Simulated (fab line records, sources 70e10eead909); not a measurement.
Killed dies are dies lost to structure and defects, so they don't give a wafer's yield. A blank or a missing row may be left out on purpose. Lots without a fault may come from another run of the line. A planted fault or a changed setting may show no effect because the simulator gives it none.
Chamber matching | flow nand_harc | NHARC_A_SGD_CUT_ETCHBACK_24 on rie_diel-10: 4 sister chambers
The step etches the open film in CH3F/O2, target depth 50 nm, time 92.857 s. 4 wafers are shown with their chamber, then 9 later ones without.

WAFERS WITH THEIR CHAMBER
wafer  | chamber | showerhead_plenum_p_Torr (Torr)
L084.3 | 0       | 2.60
L092.1 | 3       | 2.51
L092.2 | 2       | 2.31
L092.5 | 1       | 2.50

WAFERS WITHOUT THEIR CHAMBER
wafer  | showerhead_plenum_p_Torr (Torr)
L093.3 | 2.51
L093.5 | 2.59
L093.6 | 2.51
L095.2 | 2.31
L095.5 | 2.31
L095.6 | 2.50
L096.1 | 2.31
L096.5 | 2.31
L096.6 | 2.51

WHICH CHAMBER EACH WENT THROUGH
wafer  | from the rows above | in truth
L093.3 | 3                   | 3
L093.5 | 0                   | 0
L093.6 | 3                   | 3
L095.2 | 2                   | 2
L095.5 | 2                   | 2
L095.6 | 1                   | 1
L096.1 | 2                   | 2
L096.5 | 2                   | 2
L096.6 | 3                   | 3
Placed correctly: 9 of 9. Can't be placed from these rows: 0. Placed wrongly: 0.
How it was worked out, from the rows above alone: a wafer's distance from a chamber is the root of the sum, over the readings, of the square of ((its reading less the chamber's mean) divided by the reading's scatter). The wafer belongs to the nearest chamber; if the next one is less than 2 further off, it can't be placed. A chamber's mean is the mean of its shown wafers. The scatter: with one shown wafer a chamber, the root of the mean of the squares of how far each hidden wafer lies from its nearest shown one.
